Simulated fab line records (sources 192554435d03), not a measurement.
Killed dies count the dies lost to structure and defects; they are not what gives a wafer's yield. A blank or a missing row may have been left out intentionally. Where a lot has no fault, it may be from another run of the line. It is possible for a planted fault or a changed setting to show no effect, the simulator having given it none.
fab line records -- flow n5Finfet
record: lots: 4, wafers: 12, lastDay: 17
route steps=1938 shown BEOL_M7@1268 PASSIVATION@1936
lots that met no fault: from a run of the same line without faults
startH: hours from the record's first day to the start of the lot's first wafer shown -- waitH: hours from the lot's prior step to this one -- " unchanged from the row above -- L1.1+2: one row covering several wafers at once -- - value missing, or start not given -- * or withheld: withheld -- < > ~ a bound
route shown NAME@n: NAME is a module with steps in the file, n the number in the route of the first one -- usual: mean/standard deviation of fault-free wafers -- same: alike in all rows -- chamber/n: place in a boat -- sites: each site's reading -- _std_site: the values' standard deviation -- _edge_site: outer sites' mean less inner sites' -- radiusMm: how far each site lies from the wafer's centre -- mask NAME#n: copy n -- behind: the most recent tool/chamber to have shaped the wafer -- hold: cause of the lot's hold/its duration in hours/its outcome -- device: which transistor (n, p or np) failed to switch -- end of line: tests of these same wafers at the route's end -- step lacking rows: just its recipe -- killed: dies lost to structure and defects at the first sort, not the wafer's yield -- map: a wafer's dies, x killed, . not, _ none there
set.NAME: the setting that was run; set.NAME@STEP: the one run at that earlier step -- model.NAME: the simulator's own value behind a step, which no gauge read
certain route steps with their lots: each step a table, each wafer a row
services: when a tool's chamber went out of use (startH, in hours from the record's first day, below 0 if earlier), for how many hours, and the reason
== steps ==
step: N5_BEOL_M7_COAT_59
recipe: resist: SOC, tempC: 250, timeS: 60, spinRpm: 1500, resistThkNm: 100
step: N5_BEOL_M7_COAT_60
recipe: resist: SiARC, tempC: 220, timeS: 60, spinRpm: 1500, resistThkNm: 35
step: N5_BEOL_M7_COAT_05
recipe: resist: CAR-ArF, spinRpm: 1500, resistThkNm: 90
step: N5_BEOL_M7_EBR_07
recipe: solvent: PGMEA, ebrWidthMm: 1.5
step: N5_BEOL_M7_SOFTBAKE_06
recipe: tempC: 110, timeS: 60, resist: CAR-ArF
step: N5_BEOL_M7_EXPOSE_08
recipe: maskId: M7, na: 1.35, sourceShape: dipole, sigmaInner: 0.817, sigmaOuter: 0.97, polarization: te, doseMj: 68.25
step: N5_BEOL_M7_PEB_09
recipe: pebTempC: withheld, pebTimeS: 60, resist: CAR-ArF
step: N5_BEOL_M7_DEVELOP_10
recipe: developTimeS: 30, developer: TMAH, resist: CAR-ArF, rinseLiquid: diw, dry: airSpin, devTempC: 23
step: N5_BEOL_M7_DESCUM_16
recipe: chemistry: O2, timeS: 7.9, sourcePowerW: 50, biasPowerW: 20, pressureMtorr: 20, rfFrequencyHz: 2.712e+07, tempC: 40, resist: CAR-ArF, o2FlowSccm: 225
step: N5_BEOL_M7_ETCH_61
recipe: chemistry: CF4, target: SiARC, targetDepthA: 455, maskMaterial: CAR-ArF, timeS: 75.8, ionEnergyEv: 80, pressureMtorr: 40, sourceW: 545, biasW: 36, Ar_flow_sccm: 100, cf4FlowSccm: 100, ends: cleared
usual: drypumpMotorCurrentA: 5.63/0.29, etchRfOnTimeS: 77.0/2, oesProductAu: 0.69/0.091, rfVppV: 184.1/1.3, showerheadPlenumPTorr: 2.14/0.069, throttleValvePct: 15.56/0.27
lot.wafer,tool,chamber,startH,waitH,drypumpMotorCurrentA,etchRfOnTimeS,oesProductAu,rfHoursCounterH,rfVppV,showerheadPlenumPTorr,throttleValvePct
L931.2,rieDiel-02,2,240.14,0.0,5.65,76.4,0.81,3,183.8,2.19,15.22
L931.4,rieDiel-02,2,240.14,0.0,5.68,76.9,0.81,-,185.6,2.19,15.20
L931.5,rieDiel-02,3,240.14,0.0,5.49,74.9,0.79,-,184.7,2.10,15.53
L936.1,rieDiel-04,0,243.43,0.0,5.69,82.5,0.59,201,184.4,2.12,15.99
L936.3,rieDiel-04,3,243.43,0.0,5.49,76.3,0.60,234,182.5,2.03,15.99
L936.6,rieDiel-04,0,243.43,0.0,5.70,82.5,0.59,-,184.5,2.12,15.98
L946.1,rieDiel-02,2,323.57,0.0,5.68,75.5,0.75,32,184.0,2.18,15.27
L946.3,rieDiel-02,0,323.57,0.0,5.31,78.7,0.59,228,183.4,2.03,15.85
L946.5,rieDiel-02,1,323.57,0.0,5.85,77.7,0.76,-,185.6,2.18,15.18
L947.1,rieDiel-02,1,329.60,0.0,5.81,77.7,0.75,21,184.9,2.18,15.21
L947.4,rieDiel-02,3,329.60,0.0,5.45,74.3,0.74,36,183.8,2.09,15.58
L947.5,rieDiel-02,1,329.60,0.0,5.85,78.1,0.75,-,184.5,2.18,15.20
step: N5_BEOL_M7_ETCH_62
recipe: chemistry: N2/H2, target: SOC, targetDepthA: 1100, overetchA: 220, maskMaterial: SiARC, tempC: 40, timeS: 165, ionEnergyEv: 200, pressureMtorr: 30, sourceW: 840, biasW: 150, n2FlowSccm: 200, h2FlowSccm: 200
step: N5_BEOL_M7_STRIP_68
recipe: chemistry: N2/H2, tempC: 40, n2FlowSccm: 200, h2FlowSccm: 200, rfFrequencyHz: 6e+07
step: N5_BEOL_M7_STRIP_67
recipe: chemistry: CF4, resist: SiARC, powerW: 300, biasPowerW: 75, pressureMtorr: 50, cf4FlowSccm: 150, rfFrequencyHz: 6e+07
step: N5_BEOL_M7_HM_OPEN_17
recipe: chemistry: Cl2/BCl3, targetDepthA: 200, overetchA: 60, target: TiN, maskMaterial: SOC, ionEnergyEv: 150, pressureMtorr: 10, icpW: 1000, biasW: 126, Cl2_flow_sccm: 53.25, bcl3FlowSccm: 21.75, Ar_flow_sccm: 25
step: N5_BEOL_M7_STRIP_19
recipe: chemistry: O2, powerW: 400, tempC: 40, pressureMtorr: 30, rfFrequencyHz: 6e+07, biasPowerW: 0, overashFraction: 0.2, o2FlowSccm: 225
step: N5_BEOL_M7_COAT_63
recipe: resist: SOC, tempC: 250, timeS: 60, spinRpm: 1500, resistThkNm: 60
step: N5_BEOL_M7_COAT_64
recipe: resist: SiARC, tempC: 220, timeS: 60, spinRpm: 1500, resistThkNm: 12
step: N5_BEOL_M7_COAT_71
recipe: resist: underlayer, tempC: 205, timeS: 60, spinRpm: 1500, resistThkNm: 5
step: N5_BEOL_M7_COAT_22
recipe: resist: CAR-EUV, spinRpm: 1500, resistThkNm: 30
step: N5_BEOL_M7_EBR_24
recipe: solvent: PGMEA, ebrWidthMm: 1.5
step: N5_BEOL_M7_SOFTBAKE_23
recipe: tempC: 110, timeS: 60, resist: CAR-EUV
step: N5_BEOL_M7_EXPOSE_25
recipe: maskId: V6, na: 0.33, sourceShape: annular, sigmaInner: 0.4, sigmaOuter: 0.8, polarization: unpolarized, targetCdNm: 40, doseMj: 42.5
step: N5_BEOL_M7_PEB_26
recipe: pebTempC: 100, pebTimeS: 60, resist: CAR-EUV
step: N5_BEOL_M7_DEVELOP_27
recipe: developTimeS: 30, developer: TMAH, resist: CAR-EUV, rinseLiquid: surfactantRinse, dry: airSpin, devTempC: 23
step: N5_BEOL_M7_DESCUM_33
recipe: chemistry: O2, timeS: 7, sourcePowerW: 50, biasPowerW: 20, pressureMtorr: 20, rfFrequencyHz: 2.712e+07, tempC: 40, resist: CAR-EUV, o2FlowSccm: 225
step: N5_BEOL_M7_ETCH_72
recipe: chemistry: N2/H2, target: underlayer, targetDepthA: 65, maskMaterial: CAR-EUV, timeS: 5.2, ionEnergyEv: 200, pressureMtorr: 30, sourceW: 840, biasW: 150, n2FlowSccm: 200, h2FlowSccm: 200, ends: cleared
step: N5_BEOL_M7_ETCH_65
recipe: chemistry: CF4, target: SiARC, targetDepthA: 156, maskMaterial: CAR-EUV, timeS: 26, ionEnergyEv: 80, pressureMtorr: 40, sourceW: 545, biasW: 36, Ar_flow_sccm: 100, cf4FlowSccm: 100, ends: cleared
step: N5_BEOL_M7_ETCH_66
recipe: chemistry: N2/H2, target: SOC, targetDepthA: 800, overetchA: 160, maskMaterial: SiARC, tempC: 40, timeS: 120, ionEnergyEv: 200, pressureMtorr: 30, sourceW: 840, biasW: 150, n2FlowSccm: 200, h2FlowSccm: 200
step: N5_BEOL_M7_STRIP_69
recipe: chemistry: N2/H2, tempC: 40, n2FlowSccm: 200, h2FlowSccm: 200, rfFrequencyHz: 6e+07
step: N5_BEOL_M7_STRIP_73
recipe: chemistry: N2/H2, tempC: 40, n2FlowSccm: 200, h2FlowSccm: 200, rfFrequencyHz: 6e+07
step: N5_BEOL_M7_VIA_ETCH_34
recipe: chemistry: C4F6/O2, target: SiCOH_lowk, targetDepthA: 1255, maskMaterial: SOC, taperDeg: 4, timeS: 50.5, ionEnergyEv: 250, pressureMtorr: 30, sourceW: 345, biasW: 185, Ar_flow_sccm: 300, C4F6_flow_sccm: 10, O2_flow_sccm: 10
step: N5_BEOL_M7_STRIP_76
recipe: chemistry: C4F6/O2, resist: SiARC, rfFrequencyHz: 6e+07
step: N5_BEOL_M7_STRIP_36
recipe: chemistry: N2/H2, powerW: 450, tempC: 40, pressureMtorr: 20, rfFrequencyHz: 6e+07, overashFraction: 0.3, biasPowerW: 7, h2Frac: 0.5, n2FlowSccm: 200, h2FlowSccm: 200
step: N5_BEOL_M7_TRENCH_ETCH_37
recipe: chemistry: C4F6/O2, targetDepthA: 934.78, target: SiCOH_lowk, timeS: 31.2, ionEnergyEv: 250, pressureMtorr: 30, sourceW: 345, biasW: 185, Ar_flow_sccm: 300, C4F6_flow_sccm: 10, O2_flow_sccm: 10
step: N5_BEOL_M7_ETCH_41
recipe: chemistry: CH3F/O2, target: SiCN, targetDepthA: 319, taperDeg: 2, timeS: 57.8, ionEnergyEv: 120, maskMaterial: TiN, pressureMtorr: 30, sourceW: 395, biasW: 75, Ar_flow_sccm: 150, CH3F_flow_sccm: 30, O2_flow_sccm: 20
step: N5_PASSIVATION_PROBE_49
usual: defectLimitedYield: 91.2/1.6, killed_at_M0_to_M3: 35/11, killed_at_M4_up: 14/5.4, killedAtContacts: 13/6, killedAtFrontEnd: 38/11, killedAtOther: 3.4/2.6, killedDies: 104/19, killedOnRim: 13/3.9, killedOpen: 68/13, killedShort: 34/8.5, sort_bin_5_function: 5.1/1, sort_bin_6_memory: 3.3/0.72, sortNPass: 1075/22, sortYieldPct: 91.1/1.9
same: grossDies: 1180, killedAtBackSide: 0, sort_bin_4_leakage[%]: 0, sort_bin_8_speed[%]: 0
lot.wafer,tool,chamber,startH,waitH,defectLimitedYield[%],killed_at_M0_to_M3,killed_at_M4_up,killedAtContacts,killedAtFrontEnd,killedAtOther,killedDies,killedOnRim,killedOpen,killedShort,sort_bin_5_function[%],sort_bin_6_memory[%],sortNPass,sortYieldPct[%]
L946.5,prober-02,-,408.48,0.2,86.4,34,68,9,48,2,161,24,66,31,8.4,4.2,1019,86.4
L947.1,prober-01,-,414.89,0.0,84.3,27,84,11,57,6,185,26,80,37,9.7,4.0,995,84.3
L947.5,prober-01,-,415.09,0.2,80.6,57,90,9,66,7,229,32,91,66,12.2,5.5,951,80.6
killed by level:class
L946.5 BEOL_M7:unspecified=64 BEOL_M2:geometricParticle:open=15 STI_FIN_REVEAL:geometricParticle:open=13 GATE_CUT:geometricParticle:short=7 MOL_CONTACT_COAG:geometricParticle:open=6 FIN_SAQP:geometricParticle:open=5 BEOL_M0_SAQP:geometricParticle:open=5 FIN_SAQP:geometricParticle:short=4
L947.1 BEOL_M7:unspecified=54 BEOL_M4:geometricParticle:open=15 HKMG_FIN:areaEtch=14 STI_FIN_REVEAL:geometricParticle:open=10 BEOL_M1:geometricParticle:open=9 FIN_SAQP:geometricParticle:open=7 MOL_CONTACT_COAG:geometricParticle:open=7 BEOL_M0_SAQP:geometricParticle:open=6
L947.5 BEOL_M7:unspecified=66 BEOL_M0_SAQP:geometricParticle:short=23 FIN_SAQP:geometricParticle:open=15 FIN_SAQP:geometricParticle:short=14 BEOL_M0_SAQP:geometricParticle:open=13 BEOL_M4:geometricParticle:open=11 STI_FIN_REVEAL:geometricParticle:open=10 BEOL_M0:geometricParticle:open=9
map L946.5 (x killed, . not)
_________________............________________
______________.................._____________
___________............x...........__________
__________........x..............x.._________
________....x..x..........x.....x....._______
_______.x......x.x................xxx..______
______...x...x......x........xx........._____
_____.......x........x...................____
____.......x.x......................x.....___
___.........x........xx...x................__
___x..........x.........x..................__
__.............x........x.....x.......x....._
__......x..........x................x......._
_.x....x....x......x......x.x.x...........x..
_.............x..........xx...........x....x.
_.....x.x.......................x............
_......x.....................x...............
_x.....................x.....................
_..xx.................x.........x....x.......
_................................x...........
_.x..x.x.........x......................x....
__.........x..x.....................x......._
__..x........................x.......x......_
___......x................x.x....x..x......__
___..........x..........................x..__
____............x..........x.............x___
_____.........x......................x...____
______x...........x..x.........x........_____
_______..........xx.x..xx....x.........______
________.x....xxxxxx.xxxxxx..xxx......_______
__________x...xxxxxxxxxxxxx........._________
___________...xxxxxxxxxx.xx........__________
______________xxxxxxxxxxxx.x...._____________
_________________xxxxxxxxxx..________________
map L947.5 (x killed, . not)
_________________............________________
______________x.....x......x...x_____________
___________..........xx.........x.x__________
__________...................x.....x_________
________x.....x........x..x...xx......_______
_______...x.x..x........x.xxx.x...x....______
______...x...x.x..x..........xxxx......._____
_____.................x........xx........____
____.x..x........x.xx..........x..x.......___
___.....x.....x.....x....x...........x.....__
___..xx........................x..x...x....__
__..........x.x.....x...x..............x...._
__...x.........x...........x.x.....x.x......_
_....xx.xx.....x.............x...............
_.xxx..x........x..x...x.x.....x.............
_x......x..x..............x..........x.......
_...............x..........x..............x..
_......x.x.......x...x.x.....................
_..............x.........x....x....x.x.......
_x..xx............x...x..x.xx........xx....x.
_..x....xx......x............x..x...x........
__.....................x..x.............x..._
__......x.x.....x............x........x....._
___........x.....x....x....xx.......x......__
___....x............xx..x...x.............x__
____......x.....x....xx.......x...x.xx....___
_____.........x........xxx.......x.......____
______.......x.x.x.x..x............x...._____
_______x.....x...xxxx.x.x..x.x...x..x..______
________......x.xxxxxxxx.x.x........x._______
__________x...xxxxxxxxx.x.x.......x._________
___________xx..xxxxxxxxx.xx.......x__________
______________xxxxxxxxxx.xxxx..._____________
_________________xxxxxxxxx.x.________________
== services ==
tool,chamber,startH,hours,kind
rieDiel-02,1,228.55,-,clean
rieDiel-02,1,228.55,-,consumableReplace:focusRing
rieDiel-02,1,228.55,24.3,scheduledDown
rieDiel-02,1,228.55,24.3,ventCycle
rieDiel-04,2,240.24,10.5,repair
rieDiel-02,-,257.01,2.8,pm
rieDiel-02,3,261.30,17.6,repair
rieDiel-04,3,301.26,-,clean
rieDiel-04,3,301.26,-,consumableReplace:focusRing
rieDiel-04,3,301.26,-,consumableReplace:showerhead
rieDiel-04,3,301.26,23.8,scheduledDown
rieDiel-04,3,301.26,23.8,ventCycle
rieDiel-02,1,307.24,11.4,repair
== key ==
firstSign: step: N5_PASSIVATION_PROBE_49, reading: killed_at_M4_up, direction: up, sigmas: 12, usual: 14, struck: 81
effect: step: N5_PASSIVATION_PROBE_49, reading: killedDies, direction: up, sigmas: 4.7, usual: 104, struck: 192
moreKillsBornAt: N5_BEOL_M7_ETCH_61@rieDiel-02: 184
metAt N5_BEOL_M7_ETCH_61
struckWafers L946.5,L947.1,L947.5
baselineLoss: step: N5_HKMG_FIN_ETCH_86, wafers: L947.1
fault: kind: chamberParticleSource, tool: rieDiel-02, chamber: 1, onsetH: 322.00, steps: N5_BEOL_M7_ETCH_61, ratePerVisitCm2: 0.40911, endH: 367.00
baselineLoss: these wafers lose ten dies or more at that step, a loss of the line's own and not of a fault; the sort's usual values leave them out
